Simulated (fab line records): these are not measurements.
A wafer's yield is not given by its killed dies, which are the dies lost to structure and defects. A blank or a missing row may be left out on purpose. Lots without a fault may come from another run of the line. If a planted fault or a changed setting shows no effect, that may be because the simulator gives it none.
Which tool was responsible? | flow n5-finfet | 11 lots, 29 wafers sampled, at 5 steps of a route of 1938

== WHAT THE GAUGES READ, wafer by wafer ==
N5_BEOL_M4_RC_MEAS_101.
lot  | measured     | on        | DIBL_N (mV/V)
L482 | day 8 03:03  | prober-01 | 36.7 34.2 35.7
L481 | day 8 22:20  | prober-02 | 32.4 36.0
L483 | day 8 23:31  | prober-02 | 37.9 36.7 37.4
L485 | day 9 02:35  | prober-02 | 37.0 36.6
L492 | day 11 23:13 | prober-01 | 37.6 35.0 34.9
L494 | day 12 04:23 | prober-02 | 34.0 33.5
L493 | day 12 02:44 | prober-01 | 34.1 35.3 36.3
L495 | day 11 23:38 | prober-02 | 33.3 32.8 35.4
L497 | day 12 08:22 | prober-02 | 36.0 32.7
L498 | day 13 03:28 | prober-02 | 33.3 35.9 33.4
L503 | day 14 15:52 | prober-01 | 34.9 36.2 35.0

== TOOL THAT RAN EACH LOT (tool first, then ch and the chambers of the sampled wafers, then the start) ==
lot  | N5_BEOL_M1_ANNEAL_49         | N5_BEOL_M1_SPUTTER_90        | N5_BEOL_M1_ANNEAL_91         | N5_BEOL_M1_ANNEAL_95
L482 | pvd-sputter-01, day 6 18:23  | pvd-sputter-01, day 6 19:25  | pvd-sputter-01, day 6 19:29  | pvd-sputter-01, day 6 19:56
L481 | pvd-sputter-03, day 6 23:13  | pvd-sputter-03, day 7 00:14  | pvd-sputter-03, day 7 00:19  | pvd-sputter-03, day 7 00:46
L483 | pvd-sputter-02, day 6 23:23  | pvd-sputter-02, day 7 00:24  | pvd-sputter-02, day 7 00:29  | pvd-sputter-02, day 7 00:55
L485 | pvd-sputter-01, day 7 11:41  | pvd-sputter-01, day 7 12:42  | pvd-sputter-01, day 7 12:47  | pvd-sputter-01, day 7 13:13
L492 | pvd-sputter-01, day 9 23:53  | pvd-sputter-01, day 10 00:55 | pvd-sputter-01, day 10 00:59 | pvd-sputter-01, day 10 01:26
L494 | pvd-sputter-02, day 10 01:04 | pvd-sputter-02, day 10 02:03 | pvd-sputter-02, day 10 02:10 | pvd-sputter-02, day 10 02:36
L493 | pvd-sputter-03, day 10 02:28 | pvd-sputter-03, day 10 03:37 | pvd-sputter-03, day 10 03:42 | pvd-sputter-03, day 10 04:12
L495 | pvd-sputter-02, day 10 04:56 | pvd-sputter-02, day 10 05:57 | pvd-sputter-02, day 10 06:02 | pvd-sputter-02, day 10 06:28
L497 | pvd-sputter-03, day 10 20:49 | pvd-sputter-03, day 10 21:50 | pvd-sputter-03, day 10 21:55 | pvd-sputter-03, day 10 22:22
L498 | pvd-sputter-03, day 11 05:01 | pvd-sputter-03, day 11 06:02 | pvd-sputter-03, day 11 06:07 | pvd-sputter-03, day 11 06:33
L503 | pvd-sputter-02, day 12 07:42 | pvd-sputter-02, day 12 08:43 | pvd-sputter-02, day 12 08:48 | pvd-sputter-02, day 12 09:14
- N5_BEOL_M1_ANNEAL_49: time 240 s.
- N5_BEOL_M1_SPUTTER_90: material Cu, target thk 4.5 nm, time 8.29 s.
- N5_BEOL_M1_ANNEAL_91: time 240 s.
- N5_BEOL_M1_ANNEAL_95: time 240 s.

== THE ANSWER, worked out from the rows above alone ==
Rule: the usual values come from the lots themselves. The widest of any qualifying gaps counts: lots, ordered by their means at a reading, are off when they make up no more than a third of the lots, leave a main group of 4 or more, and stand apart from it by 3 or more times the standard deviation of that group's means. A main group whose means are all the same, to the digits that the tables above print for the reading, isn't used. Also off: a lot with no number at a reading for which 4 or more lots have one. The other lots that the step has rows for count as sound.
No lot is off on any of the readings shown, so nothing can be concluded from this.

== WHAT WAS PUT IN BY THE SIMULATOR ==
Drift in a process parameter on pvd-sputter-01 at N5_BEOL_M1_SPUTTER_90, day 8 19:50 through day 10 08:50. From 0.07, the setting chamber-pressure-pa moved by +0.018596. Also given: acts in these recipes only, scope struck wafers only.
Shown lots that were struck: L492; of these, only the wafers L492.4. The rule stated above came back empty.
